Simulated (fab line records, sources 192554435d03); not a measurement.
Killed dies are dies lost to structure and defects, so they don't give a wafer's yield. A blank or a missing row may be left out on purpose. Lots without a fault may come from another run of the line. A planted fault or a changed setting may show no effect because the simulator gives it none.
One fault seen from 2 desks | flow n5_finfet | each desk has only its own numbers; what lay behind them comes last

THE TOOL OWNER'S DESK: rie_diel-01
The tool's own readings at N5_BEOL_M4_ETCH_70 (etches SOC in N2/H2, target depth 80 nm, overetch 24 nm, time 130 s): means of the sampled wafers that have a number, for each lot that ran on this tool. A lot is out of limits, marked OUT, if its mean lies more than 4 standard deviations from the usual mean; the brackets give that distance.
Columns: A = drypump_motor_current_A at N5_BEOL_M4_ETCH_70, usual 5.6 A; B = oes_product_au at N5_BEOL_M4_ETCH_70, usual 0.59 a.u.; C = rf_fwd_power_W at N5_BEOL_M4_ETCH_70, usual 836.3 W; D = rf_vpp_V at N5_BEOL_M4_ETCH_70, usual 523.8 V; E = showerhead_plenum_p_Torr at N5_BEOL_M4_ETCH_70, usual 2.55 Torr; F = throttle_valve_pct at N5_BEOL_M4_ETCH_70, usual 17.60 %
lot  | first seen here | A   | B    | C               | D                | E    | F
L727 | day 11 21:18    | 5.4 | 0.55 | 837.7           | 523.6            | 2.56 | 17.83
L733 | day 13 06:25    | 5.3 | 0.56 | 771.1 (-23) OUT | 543.0 (+9.1) OUT | 2.63 | 17.74
L743 | day 16 02:48    | 5.5 | 0.59 | 835.3           | 523.4            | 2.54 | 17.46
L744 | day 16 10:44    | 5.3 | 0.62 | 836.0           | 525.7            | 2.62 | 17.63
This desk's finding: out of limits on L733; first on L733, day 13 06:25 (rf_fwd_power_W at N5_BEOL_M4_ETCH_70). In limits: L727, L743, L744.

THE METROLOGY DESK
What the gauges read, lot by lot, whatever tool the lot ran on: means of the sampled wafers that have a number. A lot is out of limits, marked OUT, if its mean lies more than 4 standard deviations from the usual mean; the brackets give that distance. Of its 10 readings 7 are shown: those that lie furthest out on some lot.
Columns: A = DIBL_N at N5_BEOL_M4_RC_MEAS_101, usual 37.1 mV/V; B = IOFF_N at N5_BEOL_M4_RC_MEAS_101, usual 0.18 nA/um; C = IOFF_P at N5_BEOL_M4_RC_MEAS_101, usual 0.25 nA/um; D = SS_N at N5_BEOL_M4_RC_MEAS_101, usual 71.7 mV/dec; E = SS_P at N5_BEOL_M4_RC_MEAS_101, usual 73.7 mV/dec; F = VT_N at N5_BEOL_M4_RC_MEAS_101, usual 249 mV; G = VT_P at N5_BEOL_M4_RC_MEAS_101, usual -248 mV
lot  | first seen here | A    | B    | C    | D    | E    | F   | G
L723 | day 11 05:18    | 36.2 | 0.15 | 0.23 | 71.3 | 73.0 | 247 | -248
L727 | day 12 01:40    | 36.3 | 0.16 | 0.26 | 71.3 | 73.7 | 250 | -247
L733 | day 13 12:31    | 36.4 | 0.18 | 0.25 | 71.3 | 73.9 | 248 | -248
L737 | day 15 06:35    | 39.1 | 0.22 | 0.33 | 72.3 | 73.6 | 245 | -242
L739 | day 15 15:47    | 33.7 | 0.13 | 0.20 | 71.1 | 72.3 | 251 | -251
L743 | day 16 07:49    | 37.3 | 0.20 | 0.27 | 71.5 | 74.4 | 246 | -246
L744 | day 16 15:21    | 39.3 | 0.24 | 0.30 | 72.6 | 74.6 | 244 | -245
L742 | day 17 18:43    | 39.9 | 0.23 | 0.29 | 72.0 | 74.5 | 247 | -246
This desk's finding: nothing out of limits on any of the 8 lots.

PUT TOGETHER
The tool owner's desk could have raised an alarm at day 13 06:25, on L733.
The metrology desk saw nothing out of limits.
The metrology desk has L733 on record, within its limits.
Of the lots named, all ran N5_BEOL_M4_ETCH_70 on rie_diel-01.

WHAT THE SIMULATOR HAD PUT IN
Process parameter drift: rie_diel-01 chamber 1, from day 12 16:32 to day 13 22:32, at N5_BEOL_M4_ETCH_70. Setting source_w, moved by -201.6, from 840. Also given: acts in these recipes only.
Lots struck among those shown: L733.
Hours from the fault's start to each desk's first reading out of limits: the tool owner's desk, 14.
